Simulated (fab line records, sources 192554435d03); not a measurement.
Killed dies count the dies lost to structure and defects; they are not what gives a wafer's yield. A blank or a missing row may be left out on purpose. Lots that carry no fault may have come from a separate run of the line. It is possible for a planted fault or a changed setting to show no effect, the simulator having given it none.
Chamber matching + flow n5-finfet + N5_BEOL_M12_ETCH_67 on rie-diel-06 has 4 sister chambers
The step etches SiARC in CF4, target depth 143 nm, time 238.3 s. 8 wafers are shown with their chamber, then 8 later ones without.

== WAFERS, EACH WITH ITS CHAMBER ==
| wafer  | chamber | drypump-motor-current-A (A) | showerhead-plenum-p-Torr (Torr) |
|--------|---------|-----------------------------|---------------------------------|
| L076.3 | 0       | 4.8                         | 2.08                            |
| L079.1 | 0       | 4.8                         | 2.08                            |
| L079.5 | 1       | 5.6                         | 2.17                            |
| L083.4 | 1       | 5.5                         | 2.17                            |
| L083.6 | 2       | 6.4                         | 2.26                            |
| L085.5 | 2       | 6.4                         | 2.26                            |
| L085.6 | 3       | 5.7                         | 2.09                            |
| L092.1 | 3       | 5.7                         | 2.08                            |

== WAFERS MISSING THEIR CHAMBER ==
| wafer  | drypump-motor-current-A (A) | showerhead-plenum-p-Torr (Torr) |
|--------|-----------------------------|---------------------------------|
| L092.4 | 5.5                         | 2.16                            |
| L092.6 | 4.8                         | 2.07                            |
| L091.2 | 5.6                         | 2.16                            |
| L091.4 | 5.6                         | 2.08                            |
| L091.5 | 5.5                         | 2.16                            |
| L095.1 | 4.8                         | 2.06                            |
| L095.3 | 6.4                         | 2.25                            |
| L095.5 | 5.5                         | 2.16                            |

== CHAMBER TAKEN BY EACH ==
| wafer  | from the rows above | in truth |
|--------|---------------------|----------|
| L092.4 | 1                   | 1        |
| L092.6 | 0                   | 0        |
| L091.2 | 1                   | 1        |
| L091.4 | 3                   | 3        |
| L091.5 | 1                   | 1        |
| L095.1 | 0                   | 0        |
| L095.3 | 2                   | 2        |
| L095.5 | 1                   | 1        |
Placed correctly: 8 of 8. Can't be placed from these rows: 0. Number placed wrongly: 0.
How it was worked out, from the rows above alone: a wafer's distance from a chamber is the root of the sum, over the readings, of the square of ((its reading less the chamber's mean) divided by the reading's scatter). If the next closest chamber is less than 2 further off than the closest, the wafer can't be placed; otherwise it belongs to the closest. Each chamber's mean is taken over the wafers shown for it. The scatter: the root of (the sum of the squares of (reading less its chamber's mean) over the shown wafers, divided by (wafers less chambers)).
